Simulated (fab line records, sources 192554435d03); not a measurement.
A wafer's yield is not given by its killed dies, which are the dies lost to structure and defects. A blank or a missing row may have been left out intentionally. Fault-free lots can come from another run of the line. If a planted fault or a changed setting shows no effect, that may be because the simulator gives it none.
Struck lot and sound lot, side by side -- flow n5_finfet -- 17 out of 1938 route steps
Sound: wafers L714.4, L714.5, L714.6. Struck: wafers L709.1, L709.2. (L709.6 of the same lot was not struck and is left out.) The cause comes at the end.
At each step with rows: each side's tool, then ch and its chambers, then its first start. Under that, the readings that differ: sound wafers -- struck wafers -- difference of the means -- sigmas: that difference in standard deviations of wafers without a fault.
alike: a reading whose means differ by less than 2 such deviations, as well as words and numbers matching on both sides. not compared: withheld readings; readings where some wafer has no value; bounds like >300 that might hide an equal value; numbers whose values overlap and for which the record gives no deviation.
The two part at a step that has a row with sigmas, a row that says differs or no value, or rows on one side only. Non-overlapping numbers with no deviation appear without sigmas and do not part them. Lack of a reading on every wafer of one side parts them only where that side has two or more wafers.

first, 9 steps without rows for these wafers: N5_BEOL_M10_HM_DEP_02 (deposits TiN, target thk 20 nm); N5_BEOL_M10_COAT_59 (time 60 s, resist thk 100 nm); N5_BEOL_M10_COAT_60 (time 60 s, resist thk 30 nm); N5_BEOL_M10_COAT_05 (resist thk 90 nm); N5_BEOL_M10_EBR_07; N5_BEOL_M10_SOFTBAKE_06 (time 60 s); N5_BEOL_M10_EXPOSE_08 (exposes mask M10); N5_BEOL_M10_PEB_09 (peb time 60 s); N5_BEOL_M10_DEVELOP_10 (develop time 30 s).
N5_BEOL_M10_DESCUM_16: chemistry O2, time 7.9 s.
  sound on rie_diel-04 ch 0,2,3, day 15 03:12; struck on rie_diel-02 ch 0,3, day 13 12:57
reading,sound,struck,difference,sigmas
model.CAR-ArF_of_BEOL_M10_COAT_05.thk_nm (nm),83.6 83.6 83.4,85.6 86.2,+2.4,
  alike: drypump_motor_current_A, oes_product_au, rf_vpp_V, showerhead_plenum_p_Torr, throttle_valve_pct
  not compared: rf_hours_counter_h
N5_BEOL_M10_ETCH_61: etches SiARC in CF4, target depth 39 nm, time 65 s.
  sound on rie_diel-04 ch 0,2,3, day 15 03:14; struck on rie_diel-02 ch 0,3, day 13 12:59
reading,sound,struck,difference,sigmas
model.CAR-ArF_of_BEOL_M10_COAT_05.thk_nm (nm),55.6 55.8 55.6,57.8 58.2,+2.3,
  alike: drypump_motor_current_A, etch_rf_on_time_s, mfc_ar_sccm, oes_product_au, rf_vpp_V, showerhead_plenum_p_Torr, throttle_valve_pct
  not compared: rf_hours_counter_h, model.BEOL_M10.cd_offset_nm
then, 3 steps without rows for these wafers: N5_BEOL_M10_ETCH_62 (etches SOC in N2/H2, target depth 110 nm, overetch 22 nm, time 165 s); N5_BEOL_M10_STRIP_68 (strips in N2/H2); N5_BEOL_M10_STRIP_67 (strips in CF4).
N5_BEOL_M10_HM_OPEN_17: chemistry Cl2/BCl3, target TiN, target depth 20 nm, overetch 6 nm.
  sound on rie_metal-03 ch 0,1, day 15 03:30; struck on rie_metal-03 ch 0,1, day 13 13:13
reading,sound,struck,difference,sigmas
rf_hours_counter_h (h),- - -,25 53,no value on the sound wafers,
  alike: drypump_motor_current_A, mfc_ar_sccm, oes_product_au, throttle_valve_pct
  not compared: model.BEOL_M10.cd_offset_nm
then, 1 step without rows for these wafers: N5_BEOL_M10_STRIP_19 (strips in O2).
N5_PASSIVATION_PROBE_49:
  the record has rows for the sound wafers here (prober-02, day 17 05:09) and none for the struck ones

== WHERE THEY PART ==
At N5_BEOL_M10_HM_OPEN_17 first; at N5_PASSIVATION_PROBE_49 last (within this record only).

WHY: what had been put in by the simulator
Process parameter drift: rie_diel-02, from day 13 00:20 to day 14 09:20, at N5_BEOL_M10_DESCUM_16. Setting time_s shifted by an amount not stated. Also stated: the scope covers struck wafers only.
